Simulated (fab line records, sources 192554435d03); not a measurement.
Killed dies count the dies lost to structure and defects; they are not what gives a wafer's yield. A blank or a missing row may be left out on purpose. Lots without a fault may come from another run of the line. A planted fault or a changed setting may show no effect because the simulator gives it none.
Matching of chambers    flow n5-finfet    rie-diel-06 running N5_GATE_CUT_STRIP_42: 4 sister chambers
The step strips in O2. 4 wafers are shown with their chamber, then 7 later ones without.

WAFERS WITH THEIR CHAMBER
wafer   chamber  throttle-valve-pct (%)
L081.6  3        16.67
L085.3  0        16.78
L085.4  1        17.18
L085.5  2        16.82

WAFERS WITH NO CHAMBER GIVEN
wafer   throttle-valve-pct (%)
L085.6  16.79
L087.2  16.78
L087.3  16.84
L087.6  17.21
L088.2  16.19
L088.4  16.86
L088.6  16.20

WHICH CHAMBER EACH WENT THROUGH
wafer   from the rows above                in truth
L085.6  can't be placed: 0 or 2 or 3 or 1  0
L087.2  can't be placed: 0 or 2 or 3 or 1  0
L087.3  can't be placed: 2 or 0 or 3 or 1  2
L087.6  can't be placed: 1 or 2 or 0       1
L088.2  can't be placed: 3 or 0 or 2       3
L088.4  can't be placed: 2 or 0 or 3 or 1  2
L088.6  can't be placed: 3 or 0 or 2       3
Correct placement for 0 of the 7. Unplaceable from these rows: 7, with the true chamber sitting among the candidates in 7. Placed wrongly: 0.
How it was worked out, from the rows above alone: a wafer's distance from a chamber is the root of the sum, over the readings, of the square of ((its reading less the chamber's mean) divided by the reading's scatter). If the next closest chamber is less than 2 further off than the closest, the wafer can't be placed; otherwise it belongs to the closest. A chamber's mean is the mean of its shown wafers. The scatter: with one shown wafer a chamber, the root of the mean of the squares of how far each hidden wafer lies from its nearest shown one.
